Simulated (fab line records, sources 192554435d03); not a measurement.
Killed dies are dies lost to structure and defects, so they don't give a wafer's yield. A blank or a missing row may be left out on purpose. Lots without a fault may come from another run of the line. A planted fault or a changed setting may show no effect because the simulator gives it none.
A struck lot beside a sound one | flow n5_finfet | 21 steps out of a route of 1938
Sound: wafers L409.3, L409.4, L409.5. Struck: wafers L422.2, L422.3, L422.6. The cause comes at the end.
At each step with rows: each side's tool, then ch and its chambers, then its first start. Under that, the readings that differ: sound wafers | struck wafers | difference of the means | sigmas: that difference in standard deviations of wafers without a fault.
alike: readings whose means differ by less than 2 such deviations, and words and numbers that are the same on both sides. not compared: withheld readings, readings that some wafer has no value for, bounds like >300 that may hide the same value, and numbers for which the record gives no deviation and whose values overlap.
The two part at a step that has a row with sigmas, a row that says differs or no value, or rows on one side only. Numbers that don't overlap but have no deviation are shown without sigmas and don't part them. A reading that every wafer of one side lacks parts them only if that side has two wafers or more.

first, 8 steps without rows for these wafers: N5_BEOL_M13_DESCUM_15 (chemistry O2, time 7.9 s); N5_BEOL_M13_ETCH_59 (etches BARC in N2/H2, target depth 89 nm, overetch 26.7 nm, time 67.9 s); N5_BEOL_M13_VIA_ETCH_16 (etches SiOC in C4F8/O2/Ar, target depth 921.7 nm); N5_BEOL_M13_STRIP_63 (strips in N2/H2); N5_BEOL_M13_STRIP_64 (strips in N2/H2); N5_BEOL_M13_STRIP_71 (strips in post etch residue remover, time 60 s); N5_BEOL_M13_SRD_72 (time 30 s, dry time 30 s); N5_BEOL_M13_COAT_65 (time 60 s, resist thk 350 nm).
N5_BEOL_M13_COAT_66: time 60 s, resist thk 110 nm.
  sound on litho_track-05 ch 0, day 12 01:22; struck on litho_track-05 ch 0, day 16 06:50
  reading                                     | sound                | struck               | difference | sigmas
  spin_speed_rpm (rpm)                        | 1500.7 1500.6 1499.9 | 1674.5 1675.2 1675.1 | +174.5     | +99 or more
  model.SiARC_of_BEOL_M13_COAT_66.thk_nm (nm) | 110.2 110 110.2      | 103.8 104.2 104.2    | -6.1       |
  alike: exhaust_pa
then, 8 steps without rows for these wafers: N5_BEOL_M13_COAT_22 (resist thk 300 nm); N5_BEOL_M13_EBR_24; N5_BEOL_M13_SOFTBAKE_23 (time 60 s); N5_BEOL_M13_EXPOSE_25 (exposes mask M13, target cd 210 nm); N5_BEOL_M13_PEB_26 (peb time 90 s); N5_BEOL_M13_DEVELOP_27 (develop time 45 s); N5_BEOL_M13_HARDBAKE_32 (time 120 s); N5_BEOL_M13_DESCUM_33 (chemistry O2, time 7.9 s).
N5_BEOL_M13_ETCH_67: etches SiARC in CF4, target depth 143 nm, time 238.3 s.
  sound on rie_diel-06 ch 0,1, day 12 01:58; struck on rie_diel-01 ch 0,3, day 16 07:22
  reading                                    | sound             | struck            | difference | sigmas
  model.etch.depth_nm (nm)                   | 110.1 110 110.1   | 103.7 104.2 104.2 | -6.0       |
  model.coat_of_BEOL_M13_COAT_22.thk_nm (nm) | 210.6 211.2 211.8 | 215.2 214.8 214.6 | +3.7       |
  alike: drypump_motor_current_A, etch_rf_on_time_s, mfc_ar_sccm, oes_product_au, rf_vpp_V, showerhead_plenum_p_Torr, throttle_valve_pct
  not compared: rf_hours_counter_h
N5_BEOL_M13_ETCH_68: etches SOC in N2/H2, time 355 s.
  sound on rie_diel-06 ch 0,1, day 12 02:06; struck on rie_diel-01 ch 0,3, day 16 07:31
  reading                                     | sound          | struck         | difference | sigmas
  model.SiARC_of_BEOL_M13_COAT_66.thk_nm (nm) | 77.6 76.8 77.4 | 70.4 71.4 71.2 | -6.3       |
  alike: drypump_motor_current_A, oes_product_au, rf_vpp_V, showerhead_plenum_p_Torr, throttle_valve_pct
  not compared: rf_hours_counter_h
then, 1 step without rows for these wafers: N5_BEOL_M13_STRIP_69 (strips in N2/H2).
N5_PASSIVATION_PROBE_49:
  sound on prober-02, day 13 07:19; struck on prober-01, day 18 00:53
  reading            | sound    | struck   | difference | sigmas
  killed_at_M0_to_M3 | 54 44 39 | 26 25 23 | -21        | -2
  alike: defect_limited_yield, killed_at_M4_up, killed_at_contacts, killed_at_front_end, killed_at_other, killed_dies, killed_open, killed_short, sort_bin_4_leakage, sort_bin_5_function, sort_bin_6_memory, sort_bin_8_speed, sort_n_pass, sort_yield_pct

WHERE THEY PART
First at N5_BEOL_M13_COAT_66; last, within this record, at N5_PASSIVATION_PROBE_49.

WHY: what the simulator had put in
Process parameter drift: litho_track-05, from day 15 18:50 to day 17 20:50, at N5_BEOL_M13_COAT_66. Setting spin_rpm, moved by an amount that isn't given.
